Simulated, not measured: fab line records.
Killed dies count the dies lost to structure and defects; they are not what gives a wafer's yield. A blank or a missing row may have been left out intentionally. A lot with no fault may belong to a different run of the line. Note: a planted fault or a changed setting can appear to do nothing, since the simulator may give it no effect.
Problem report in the 8D (eight disciplines) form, filled by code ; flow n5 finfet ; the parts of the form that need people (team, actions taken, sign-off) are left out

1. WHAT WENT WRONG
Wafers without a fault read 1499.8 rpm, standard deviation 0.98; spin speed rpm at N5_HKMG_FIN_COAT_85 reads a mean of 1461.0 rpm on 6 wafers belonging to 2 lots. Relative to the usual mean, that is a shift of -40 standard deviations.
The step: time 60 s, resist thk 300 nm.
The first sign was on wafer L875.2 at day 7 01:32, on litho track-03. The record has a number at this step for 18 wafers belonging to 6 lots. Rule for "out", or "out of limits": more than 4 standard deviations from the usual mean. All remaining wafers that have a number are taken as sound.

2. WHAT IT IS; WHAT IT IS NOT
question;is;is not
which readings at this step;spin speed rpm;heater power total W, resist line temp C
which lots;L875, L876;L864, L865, L879, L886
which wafers of those lots;all that have a number;-
read on which tools;litho track-03;litho track-02
when;from day 7 01:32;"up to then (6 sound wafers); but 6 sound wafers of L879, L886 came after"

3. WHAT RULES OUT EACH SUSPECT
Counting: a tool at any process step up to the reading remains a suspect when it ran all the lots that are out and ran no sound lot after the first of those.
- rie diel-01 at N5_HKMG_FIN_DESCUM_17 (chemistry O2, time 7.9 s): kept. It ran every lot that is out, first L875 (day 7 00:16), and no sound lot after that.
- rie diel-01 at N5_HKMG_FIN_ETCH_32 (etches SOC in N2/H2, target depth 240 nm, time 300 s): kept. It ran every lot that is out, first L875 (day 7 00:22), and no sound lot after that.
- litho track-03 at N5_HKMG_FIN_COAT_85 (time 60 s, resist thk 300 nm): kept. All lots that are out passed through it, beginning with L875 at day 7 01:32, and no sound lot followed; its final sound lot before that point was L865 at day 4 09:17. Out on those wafers are its own readings of spin speed rpm.
Still standing after the count: rie diel-01 at N5_HKMG_FIN_DESCUM_17, rie diel-01 at N5_HKMG_FIN_ETCH_32, litho track-03 at N5_HKMG_FIN_COAT_85.

4. THE CAUSE (what the simulator had put in)
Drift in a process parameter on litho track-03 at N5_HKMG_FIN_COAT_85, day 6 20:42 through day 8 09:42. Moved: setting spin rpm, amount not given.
Of the 3 suspects that counting leaves, this tool is one.

5. THE CHAIN OF EFFECTS, in route order
Each row: a reading where the mean over the struck wafers with a number is more than 3 standard deviations away from the usual. Readings are gone through only where the record gives a usual standard deviation; hours: the median, over the lots, of the time from a lot's start at the first step in this table giving one to that lot's start at this step; sigmas: the change measured in usual standard deviations.
hours;step;reading;usual;on struck wafers;change;sigmas
0;N5_HKMG_FIN_COAT_85;spin speed rpm;1499.8 rpm;1461.0;-38.8;-40
Here are the process steps it includes:
- N5_HKMG_FIN_COAT_85: time 60 s, resist thk 300 nm.
Later steps that measure or inspect, where all struck wafers having a row at the step show a number for every such reading and not one has moved that far: N5_BEOL_M4_RC_MEAS_101.

6. HOW IT WOULD HAVE BEEN CAUGHT EARLIER
In this record the first reading out of limits was taken at day 7 01:32, 5 hours after the fault began at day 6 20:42.
